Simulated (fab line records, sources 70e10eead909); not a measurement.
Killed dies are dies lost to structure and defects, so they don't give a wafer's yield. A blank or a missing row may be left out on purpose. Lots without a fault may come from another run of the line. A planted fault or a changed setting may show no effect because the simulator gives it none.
Which tool did it? | flow nand_harc | 12 lots, 36 wafers sampled, at 6 steps of a route of 1302

WHAT THE GAUGES READ, wafer by wafer
NHARC_P_ZERO_WELL_CD_MEAS_37: target cd 720 nm. Usual: cd_nm 720.1 nm, standard deviation 1.8.
lot  | measured     | on        | cd_nm (nm)        | flag
L820 | day 2 00:55  | cd_sem-02 | 719.5 716.6 720.3 |
L821 | day 2 10:16  | cd_sem-02 | 722.4 717.8 719.9 |
L823 | day 3 06:02  | cd_sem-01 | 720.4 718.7 719.9 |
L826 | day 4 12:05  | cd_sem-03 | 717.7 720.9 720.6 |
L827 | day 4 22:05  | cd_sem-01 | 720.4 720.7 720.7 |
L828 | day 5 08:07  | cd_sem-02 | 718.7 721.6 722.3 |
L830 | day 6 03:50  | cd_sem-01 | 723.2 723.1 721.2 |
L838 | day 9 12:08  | cd_sem-01 | 720.6 718.8 718.9 |
L839 | day 9 22:17  | cd_sem-02 | 717.2 718.8 720.0 |
L840 | day 10 08:16 | cd_sem-01 | 715.2 717.1 718.8 |
L841 | day 10 18:07 | cd_sem-01 | 718.9 720.7 722.9 |
L843 | day 11 14:10 | cd_sem-02 | 719.1 720.7 717.6 |

NHARC_P_ZERO_WELL_CD_MEAS_52: target cd 2000 nm. Usual: cd_nm 1998.8 nm, standard deviation 1.3.
lot  | measured     | on        | cd_nm (nm)           | flag
L820 | day 2 02:34  | cd_sem-01 | 1998.6 1998.8 1997.2 |
L821 | day 2 11:54  | cd_sem-03 | 1998.6 1998.4 1999.2 |
L823 | day 3 07:41  | cd_sem-02 | 1999.3 1997.4 1997.8 |
L826 | day 4 13:44  | cd_sem-01 | 2001.4 2000.7 2000.9 |
L827 | day 4 23:43  | cd_sem-01 | 1999.8 1997.8 1999.6 |
L828 | day 5 09:38  | cd_sem-01 | 1997.5 1999.1 2000.8 |
L830 | day 6 05:29  | cd_sem-03 | - - -                | OFF
L838 | day 9 13:46  | cd_sem-03 | 1999.9 2000.8 2003.3 |
L839 | day 9 23:57  | cd_sem-01 | 1997.7 1999.5 2000.8 |
L840 | day 10 09:55 | cd_sem-01 | 1999.1 1998.7 2000.1 |
L841 | day 10 19:39 | cd_sem-01 | 1996.9 1997.6 1998.0 |
L843 | day 11 15:49 | cd_sem-03 | 1997.3 2000.1 1998.8 |

NHARC_END_SORT_01. Usual: killed_at_array 57, standard deviation 19; killed_at_other 0.9, standard deviation 1.1; killed_at_periphery 4.0, standard deviation 2.6; killed_dies 62, standard deviation 19; killed_open 3.3, standard deviation 1.8; killed_short 2.4, standard deviation 1.7.
lot  | measured     | on        | killed_at_array | killed_at_other | killed_at_periphery | killed_dies | killed_open | killed_short | flag
L820 | day 24 07:41 | prober-02 | 72 74 72        | 0 0 0           | 5 10 6              | 77 84 78    | 5 3 5       | 4 2 6        |
L821 | day 25 04:56 | prober-02 | 67 69 57        | 0 1 0           | 1 0 6               | 68 70 63    | 2 2 2       | 2 6 3        |
L823 | day 25 04:55 | prober-01 | 23 15 20        | 3 2 1           | 8 5 12              | 34 22 33    | 3 3 3       | 4 2 4        |
L826 | day 26 19:47 | prober-01 | 49 52 43        | 1 1 2           | 1 5 0               | 51 58 45    | 6 3 1       | 2 1 1        |
L827 | day 26 18:14 | prober-02 | 70 79 78        | 2 0 3           | 3 2 1               | 75 81 82    | 4 4 5       | 2 0 1        |
L828 | day 27 12:47 | prober-01 | 51 58 49        | 2 0 1           | 0 2 0               | 53 60 50    | 2 3 2       | 0 6 2        |
L830 | day 28 11:38 | prober-02 | 64 70 67        | 0 2 0           | 613 605 610         | 677 677 677 | 4 5 5       | 1 4 2        | OFF
L838 | day 31 06:31 | prober-02 | 29 66 65        | 2 2 1           | 4 2 5               | 35 70 71    | 2 1 4       | 3 4 2        |
L839 | day 32 08:04 | prober-01 | 104 85 73       | 2 0 2           | 4 6 6               | 110 91 81   | 3 4 4       | 5 2 2        |
L840 | day 32 17:13 | prober-01 | 80 67 74        | 3 1 1           | 11 9 2              | 94 77 77    | 4 5 9       | 2 1 3        |
L841 | day 33 03:35 | prober-02 | 33 37 38        | 0 1 0           | 4 4 1               | 37 42 39    | 4 2 4       | 0 1 2        |
L843 | day 34 06:13 | prober-02 | 40 27 53        | 1 3 1           | 5 3 6               | 46 33 60    | 4 1 5       | 2 4 3        |

WHICH TOOL RAN EACH LOT (tool, then ch and the chambers of the sampled wafers, then the start)
lot  | NHARC_P_ZERO_WELL_EXPOSE_49       | NHARC_P_GATE_ETCH_114                         | NHARC_P_GATE_DEGAS_109
L820 | krf_scanner-03 ch 0, day 2 02:24  | rie_diel-03 ch 0,1,3, day 5 21:29 or earlier  | pvd_sputter-03, day 5 21:29
L821 | krf_scanner-04 ch 0, day 2 11:45  | rie_diel-09 ch 0,2,3, day 5 21:38 or earlier  | pvd_sputter-02, day 5 21:38
L823 | krf_scanner-02 ch 0, day 3 07:32  | rie_diel-01 ch 1,2,3, day 6 23:06 or earlier  | pvd_sputter-03, day 6 23:06
L826 | krf_scanner-03 ch 0, day 4 13:35  | rie_diel-03 ch 1,3, day 8 07:14 or earlier    | pvd_sputter-02, day 8 07:14
L827 | krf_scanner-04 ch 0, day 4 23:34  | rie_diel-09 ch 0,2,3, day 8 13:21 or earlier  | pvd_sputter-01, day 8 13:21
L828 | krf_scanner-04 ch 0, day 5 09:29  | rie_diel-01 ch 0,1,3, day 9 01:48 or earlier  | pvd_sputter-03, day 9 01:48
L830 | krf_scanner-02 ch 0, day 6 05:20  | -                                             | -
L838 | krf_scanner-02 ch 0, day 9 13:37  | rie_diel-01 ch 0,1, day 13 01:39 or earlier   | pvd_sputter-01, day 13 01:39
L839 | krf_scanner-03 ch 0, day 9 23:48  | rie_diel-09 ch 1,2,3, day 13 15:22 or earlier | pvd_sputter-01, day 13 15:22
L840 | krf_scanner-02 ch 0, day 10 09:45 | rie_diel-01 ch 1,2,3, day 14 03:44 or earlier | pvd_sputter-01, day 14 03:44
L841 | krf_scanner-02 ch 0, day 10 19:30 | rie_diel-09 ch 1,2, day 14 11:02 or earlier   | pvd_sputter-01, day 14 11:02
L843 | krf_scanner-04 ch 0, day 11 15:40 | rie_diel-01 ch 0,1,2, day 15 05:52 or earlier | pvd_sputter-02, day 15 05:52
- NHARC_P_ZERO_WELL_EXPOSE_49: exposes mask P HVPW, target cd 2000 nm.
- NHARC_P_GATE_ETCH_114: etches the open film in CF4/O2, target depth 30 nm, overetch 3 nm, time 16.5 s.
- NHARC_P_GATE_DEGAS_109: time 60 s.

WHAT THE TOOLS THEMSELVES READ (means of the sampled wafers that have a number; where no wafer has one, the mark that the record gives instead)
NHARC_P_ZERO_WELL_EXPOSE_49. Usual: stage_vel_mm_s 499.98 mm/s, standard deviation 0.27.
lot  | tool           | stage_vel_mm_s (mm/s) | flag
L820 | krf_scanner-03 | 500.23                |
L821 | krf_scanner-04 | 500.28                |
L823 | krf_scanner-02 | 499.72                |
L826 | krf_scanner-03 | 499.92                |
L827 | krf_scanner-04 | 499.67                |
L828 | krf_scanner-04 | 499.72                |
L830 | krf_scanner-02 | 499.82                |
L838 | krf_scanner-02 | 500.14                |
L839 | krf_scanner-03 | 500.27                |
L840 | krf_scanner-02 | 500.37                |
L841 | krf_scanner-02 | 500.04                |
L843 | krf_scanner-04 | 499.78                |

NHARC_P_GATE_ETCH_114. Usual: drypump_motor_current_A 5.8 A, standard deviation 0.51; oes_product_au 1.003 a.u., standard deviation 0.01; rf_vpp_V 197.5 V, standard deviation 1.3; showerhead_plenum_p_Torr 1.32 Torr, standard deviation 0.049; throttle_valve_pct 13.397 %, standard deviation 0.0087.
lot  | tool        | drypump_motor_current_A (A) | oes_product_au (a.u.) | rf_vpp_V (V) | showerhead_plenum_p_Torr (Torr) | throttle_valve_pct (%) | flag
L820 | rie_diel-03 | 5.7                         | 1.004                 | 196.9        | 1.33                            | 13.403                 |
L821 | rie_diel-09 | 6.1                         | 0.994                 | 197.0        | 1.32                            | 13.400                 |
L823 | rie_diel-01 | 5.9                         | 1.010                 | 197.0        | 1.31                            | 13.406                 |
L826 | rie_diel-03 | 5.7                         | 1.009                 | 197.4        | 1.34                            | 13.396                 |
L827 | rie_diel-09 | 6.1                         | 0.993                 | 197.2        | 1.32                            | 13.393                 |
L828 | rie_diel-01 | 6.1                         | 0.998                 | 197.1        | 1.30                            | 13.391                 |
L838 | rie_diel-01 | 5.8                         | 1.003                 | 196.5        | 1.28                            | 13.386                 |
L839 | rie_diel-09 | 5.6                         | 1.001                 | 197.3        | 1.36                            | 13.391                 |
L840 | rie_diel-01 | 5.9                         | 1.002                 | 196.9        | 1.30                            | 13.393                 |
L841 | rie_diel-09 | 5.6                         | 1.004                 | 198.8        | 1.40                            | 13.399                 |
L843 | rie_diel-01 | 6.0                         | 1.010                 | 197.1        | 1.31                            | 13.396                 |

NHARC_P_GATE_DEGAS_109. Usual: heater_power_w 454 W, standard deviation 59.
lot  | tool           | heater_power_w (W) | flag
L820 | pvd_sputter-03 | 461                |
L821 | pvd_sputter-02 | 431                |
L823 | pvd_sputter-03 | 451                |
L826 | pvd_sputter-02 | 432                |
L827 | pvd_sputter-01 | 457                |
L828 | pvd_sputter-03 | 483                |
L838 | pvd_sputter-01 | 405                |
L839 | pvd_sputter-01 | 430                |
L840 | pvd_sputter-01 | 402                |
L841 | pvd_sputter-01 | 483                |
L843 | pvd_sputter-02 | 451                |

THE ANSWER, worked out from the rows above alone
Rule: a lot is off if the mean of its wafers that have a number lies more than 3 standard deviations from the usual mean. A lot without any number at a reading at which 4 lots or more have one is off too. The other lots that the step has rows for count as sound. The gauges are gone through in route order, then the tools' own readings, and for those a lot's mean is taken as printed above. The first step at which some lot is off is used, and at that step the reading that is off furthest; a lot without a number counts as furthest.
Off: L830, at NHARC_P_ZERO_WELL_CD_MEAS_52 (cd_nm). Without a number there: L830.
A tool fits if, at a process step before that reading, it ran every lot that is off, and no sound lot after the first of them. The gauges at NHARC_P_ZERO_WELL_CD_MEAS_52 aren't tried: what is off there is off at NHARC_END_SORT_01 too, on other tools, and a gauge's error can't cause that. None of those tried fits.

WHAT THE SIMULATOR HAD PUT IN
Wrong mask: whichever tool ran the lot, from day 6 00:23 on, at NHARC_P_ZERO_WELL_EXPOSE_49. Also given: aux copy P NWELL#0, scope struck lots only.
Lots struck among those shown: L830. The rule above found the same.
